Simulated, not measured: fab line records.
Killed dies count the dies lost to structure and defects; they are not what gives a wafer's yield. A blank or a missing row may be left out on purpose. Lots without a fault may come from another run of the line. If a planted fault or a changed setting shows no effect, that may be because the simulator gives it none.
Chamber matching ; flow n5Finfet ; 4 sister chambers for N5_STI_FIN_REVEAL_STRIP_24 on rieDiel-05
The step strips in N2/H2, time 90 s. 20 wafers are shown with their chamber, then 10 later ones without.

WAFERS PAIRED WITH THEIR CHAMBERS
wafer;chamber;drypumpMotorCurrentA (A);showerheadPlenumPTorr (Torr);throttleValvePct (%)
L075.3;1;5.6;3.48;12.06
L075.5;3;6.5;3.20;12.30
L075.6;1;5.6;3.48;12.05
L079.2;1;5.6;3.48;12.07
L079.3;3;6.5;3.19;12.34
L079.4;0;5.4;3.52;12.48
L080.2;2;5.2;3.52;12.64
L080.4;1;5.7;3.48;12.07
L080.6;1;5.6;3.48;12.07
L082.2;1;5.7;3.47;12.10
L082.5;1;5.7;3.47;12.09
L082.6;2;5.2;3.52;12.62
L083.3;2;5.2;3.52;12.65
L083.4;0;5.4;3.51;12.53
L083.5;3;6.5;3.19;12.34
L084.2;1;5.7;3.47;12.10
L084.4;2;5.2;3.52;12.63
L084.6;0;5.4;3.51;12.54
L085.1;1;5.6;3.47;12.12
L085.2;0;5.4;3.51;12.54

SIGNATURES, as means of the wafers listed above
reading;chamber 0;chamber 1;chamber 2;chamber 3;scatter within a chamber
drypumpMotorCurrentA;5.400;5.644;5.200;6.500;0.0373
showerheadPlenumPTorr;3.5125;3.4756;3.5200;3.1933;0.00477
throttleValvePct;12.5225;12.0811;12.6350;12.3267;0.0225
Rule: distance of a wafer from a chamber = root of the sum over the readings of ((wafer's reading minus chamber's mean) / reading's scatter) squared. The wafer belongs to the nearest chamber; if the next one is less than 2 further off, it can't be placed. The scatter: the root of (the sum of the squares of (reading less its chamber's mean) over the shown wafers, divided by (wafers less chambers)).

WAFERS WHOSE CHAMBER IS MISSING
wafer;drypumpMotorCurrentA (A);showerheadPlenumPTorr (Torr);throttleValvePct (%)
L085.6;5.4;3.51;12.53
L089.2;6.5;3.18;12.39
L089.4;5.2;3.51;12.69
L089.5;5.6;3.46;12.13
L091.2;5.6;3.46;12.12
L091.3;5.2;3.51;12.67
L091.6;5.6;3.46;12.14
L094.1;5.7;3.46;12.18
L094.5;6.5;3.18;12.42
L094.6;5.6;3.46;12.16

WHICH CHAMBER EACH WENT THROUGH
wafer;from the rows above;in truth
L085.6;0;0
L089.2;3;3
L089.4;2;2
L089.5;1;1
L091.2;1;1
L091.3;2;2
L091.6;1;1
L094.1;1;1
L094.5;3;3
L094.6;1;1
Correctly placed: 10 of 10. Not placeable from these rows: 0. Placed wrongly: 0.
